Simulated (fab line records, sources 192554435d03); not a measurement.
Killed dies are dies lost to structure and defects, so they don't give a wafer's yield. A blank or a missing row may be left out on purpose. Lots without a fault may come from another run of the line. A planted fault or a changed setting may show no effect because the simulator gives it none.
A struck lot beside a sound one | flow n5_finfet | 19 steps out of a route of 1938
Sound: wafers L472.1, L472.3, L472.6. Struck: wafer L476.6. (L476.2 of the same lot was not struck and is left out.) The cause comes at the end.
At each step with rows: each side's tool, then ch and its chambers, then its first start. Under that, the readings that differ: sound wafers | struck wafers | difference of the means | sigmas: that difference in standard deviations of wafers without a fault.
alike: readings whose means differ by less than 2 such deviations, and words and numbers that are the same on both sides. not compared: withheld readings, readings that some wafer has no value for, bounds like >300 that may hide the same value, and numbers for which the record gives no deviation and whose values overlap.
The two part at a step that has a row with sigmas, a row that says differs or no value, or rows on one side only. Numbers that don't overlap but have no deviation are shown without sigmas and don't part them. A reading that every wafer of one side lacks parts them only if that side has two wafers or more.

N5_BEOL_M3_INSPECT_30: inspects for defects (brightfield).
  sound on defect_inspect-02, day 8 02:04; struck on defect_inspect-01, day 9 00:18
  alike: raw_defect_count
then, 1 step without rows for these wafers: N5_BEOL_M3_DESCUM_33 (chemistry O2, time 7 s).
N5_BEOL_M3_ETCH_77: etches underlayer in N2/H2, target depth 6.5 nm, time 5.2 s.
  sound on rie_diel-01 ch 0,1, day 8 02:08; struck on rie_diel-03 ch 3, day 9 00:49
  reading                | sound          | struck | difference | sigmas
  throttle_valve_pct (%) | 18.0 17.6 18.0 | 18.6   | +0.7       | +2
  alike: drypump_motor_current_A, etch_rf_on_time_s, oes_product_au, rf_vpp_V, showerhead_plenum_p_Torr
  not compared: rf_hours_counter_h
then, 2 steps without rows for these wafers: N5_BEOL_M3_ETCH_69 (etches SiARC in CF4, target depth 15.6 nm, time 26 s); N5_BEOL_M3_ALD_98 (deposits SiO2, target thk 2.5 nm, pulse time 1 s, co reactant pulse time 1 s).
N5_BEOL_M3_ETCHBACK_99: etches SiO2 in CHF3, target depth 5 nm, time 10.4 s.
  sound on rie_diel-06 ch 0,1,3, day 8 12:29; struck on rie_diel-01 ch 2, day 9 04:09
  reading               | sound          | struck | difference | sigmas
  oes_product_au (a.u.) | 0.90 0.85 0.87 | 0.70   | -0.17      | -2
  alike: drypump_motor_current_A, rf_vpp_V, showerhead_plenum_p_Torr, throttle_valve_pct
  not compared: rf_hours_counter_h
N5_BEOL_M3_ETCH_70: etches SOC in N2/H2, target depth 80 nm, overetch 16 nm, time 120 s.
  sound on rie_diel-06 ch 0,1,3, day 8 12:32; struck on rie_diel-01 ch 2, day 9 04:11
  reading               | sound          | struck | difference | sigmas
  oes_product_au (a.u.) | 0.70 0.64 0.66 | 0.53   | -0.14      | -2
  alike: drypump_motor_current_A, rf_vpp_V, showerhead_plenum_p_Torr, throttle_valve_pct
  not compared: rf_hours_counter_h
then, 5 steps without rows for these wafers: N5_BEOL_M3_STRIP_71 (strips in N2/H2); N5_BEOL_M3_STRIP_78 (strips in N2/H2); N5_BEOL_M3_VIA_ETCH_34 (etches the open film in C4F6/O2, target depth 69.4 nm, time 65.9 s); N5_BEOL_M3_STRIP_83 (strips in C4F6/O2); N5_BEOL_M3_STRIP_36 (strips in N2/H2).
N5_BEOL_M3_TRENCH_ETCH_37: etches SiOC in C4F6/O2, target depth 55.555 nm, time 29.2 s.
  sound on rie_diel-06 ch 0,1,3, day 8 12:44; struck on rie_diel-01 ch 2, day 9 04:23
  reading                                    | sound            | struck | difference | sigmas
  oes_product_au (a.u.)                      | 0.89 0.84 0.86   | 0.60   | -0.26      | -3
  model.BEOL_M3.feature_depth_nm (nm)        | 54.8 55.6 55     | 44     | -11        |
  model.etch.depth_nm (nm)                   | 54.73 55.5 55.04 | 43.93  | -11.16     |
  model.TiN_of_BEOL_M3_HM_DEP_02.thk_nm (nm) | 18 18 18         | 17.6   | -0.4       |
  alike: drypump_motor_current_A, rf_vpp_V, showerhead_plenum_p_Torr, throttle_valve_pct
  not compared: rf_hours_counter_h
N5_BEOL_M3_ETCH_41: etches SiCN in CH3F/O2, target depth 29.9 nm, time 52.5 s.
  sound on rie_diel-06 ch 0,1,3; struck on rie_diel-01 ch 2
  reading               | sound          | struck | difference | sigmas
  oes_product_au (a.u.) | 0.89 0.84 0.86 | 0.70   | -0.16      | -2
  alike: drypump_motor_current_A, rf_vpp_V, showerhead_plenum_p_Torr, throttle_valve_pct
  not compared: rf_hours_counter_h
N5_BEOL_M3_STRIP_97: strips in N2/H2, time 10 s.
  sound on rie_diel-06 ch 0,1,3; struck on rie_diel-01 ch 2
  reading               | sound          | struck | difference | sigmas
  oes_product_au (a.u.) | 0.90 0.84 0.86 | 0.70   | -0.17      | -2
  alike: drypump_motor_current_A, rf_vpp_V, showerhead_plenum_p_Torr, throttle_valve_pct
  not compared: rf_hours_counter_h
N5_BEOL_M3_OCD_MEAS_38:
  sound on ocd-02, day 8 12:53; struck on ocd-02, day 9 04:32
  reading              | sound          | struck | difference | sigmas
  trench_depth_nm (nm) | 54.1 55.3 54.7 | 43.4   | -11.3      | -12
then, 1 step without rows for these wafers: N5_BEOL_M3_HM_STRIP_39 (strips TiN in peroxide tin strip, target depth 25 nm, time 158 s).
N5_BEOL_M4_RC_MEAS_101:
  sound on prober-02 ch 0, day 9 03:23; struck on prober-01 ch 0, day 9 20:24
  reading   | sound       | struck | difference | sigmas
  VT_N (mV) | 252 253 249 | 245    | -6         | -2
  alike: DIBL_N, DIBL_P, IOFF_N, IOFF_P, ION_N, ION_P, SS_N, SS_P, VT_P
N5_PASSIVATION_PROBE_49:
  the record has rows for the sound wafers here (prober-01, day 13 05:09) and none for the struck ones

WHERE THEY PART
First at N5_BEOL_M3_ETCH_77; last, within this record, at N5_PASSIVATION_PROBE_49.

WHY: what the simulator had put in
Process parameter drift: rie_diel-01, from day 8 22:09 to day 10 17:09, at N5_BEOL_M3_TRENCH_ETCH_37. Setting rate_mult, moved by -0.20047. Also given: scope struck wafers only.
